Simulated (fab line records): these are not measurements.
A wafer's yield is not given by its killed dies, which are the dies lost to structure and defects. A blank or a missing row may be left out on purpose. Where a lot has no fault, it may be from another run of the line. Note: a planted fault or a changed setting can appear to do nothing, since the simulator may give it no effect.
Code-filled problem report in 8D (eight disciplines) form / flow n5-finfet / the parts of the form that need people (team, actions taken, sign-off) are left out

1. THE ISSUE
On 2 wafers of 1 lot, run-length-s at N5_BEOL_M11_ETCH_41 has a mean of 117.1 s; fault-free wafers read 109.3 s, standard deviation 0.4. That puts it +20 standard deviations away from the usual mean.
The step: etches SiCN in CH3F/O2, target depth 42.6 nm, time 86 s.
The first sign was on wafer L186.1 at day 13 20:06, on rie-diel-03. The record has a number at this step for 30 wafers belonging to 10 lots. Rule for "out" (also "out of limits"): further than 4 standard deviations from the usual mean. The rest of the wafers with a number are treated as sound.

2. WHAT THIS IS AND IS NOT
question=which readings at this step | is=run-length-s | is not=drypump-motor-current-A, oes-product-au, rf-vpp-V, showerhead-plenum-p-Torr, throttle-valve-pct
question=which lots | is=L186 | is not=L176, L177, L190, L191, L192, L194, L197, L198, L199
question=which wafers of those lots | is=L186.1, L186.5 | is not=L186.6
question=read on which tools | is=rie-diel-03 | is not=rie-diel-02, rie-diel-04
question=when | is=from day 13 20:06 | is not=up to then (7 sound wafers); but 21 sound wafers of L190, L191, L192, L194, L197, L198, L199 came after

3. SUSPECTS, AND WHAT RULES EACH OUT
Counting: if a tool at a process step up to the reading ran every lot that is out, it stays a suspect. Sound lots after the first of them don't rule it out here, since some wafers of a struck lot are sound.
- rie-diel-03 at N5_BEOL_M11_ETCH_66 (etches SOC in N2/H2, target depth 120 nm, overetch 24 nm, time 180 s): kept. L186, the lot that is out, went through it at day 13 19:50; up to then, the latest sound lot through it was L176 at day 10 09:48.
- rie-diel-03 at N5_BEOL_M11_ETCH_41 (etches SiCN in CH3F/O2, target depth 42.6 nm, time 86 s): kept. L186, the lot that is out, went through it at day 13 20:06; up to then, the latest sound lot through it was L176 at day 10 10:04. Out on those wafers are its own readings of run-length-s.
- Within rie-diel-03 at N5_BEOL_M11_ETCH_66: the wafers that are out ran in chambers 0, 3; their sound lot-mates ran in chamber 2.
- Within rie-diel-03 at N5_BEOL_M11_ETCH_41: the wafers that are out ran in chambers 0, 3; their sound lot-mates ran in chamber 2.
Left after counting: rie-diel-03 at N5_BEOL_M11_ETCH_66, rie-diel-03 at N5_BEOL_M11_ETCH_41.

4. THE CAUSE (what the simulator had put in)
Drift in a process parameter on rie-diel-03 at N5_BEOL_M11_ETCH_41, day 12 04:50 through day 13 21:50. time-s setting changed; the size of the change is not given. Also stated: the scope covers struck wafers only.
Of the 2 suspects that counting leaves, this tool is one.

5. SEQUENCE OF EFFECTS, ordered by route
Each row: a reading where the mean over the struck wafers with a number is more than 3 standard deviations away from the usual. Scope: only readings with a usual standard deviation given in the record; hours: median across lots of the time from each lot's start at the first step in this table that gives one to its start at this step; sigmas: change in usual standard deviations.
hours=0; step=N5_BEOL_M11_ETCH_41; reading=run-length-s; usual=109.3 s; on struck wafers=117.1; change=+7.8; sigmas=+20
It contains these process steps:
- N5_BEOL_M11_ETCH_41: etches SiCN in CH3F/O2, target depth 42.6 nm, time 86 s.

6. WHAT WOULD HAVE CAUGHT IT SOONER
In this record no reading fell out of limits until day 13 20:06, 39 hours after the fault had begun at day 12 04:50.
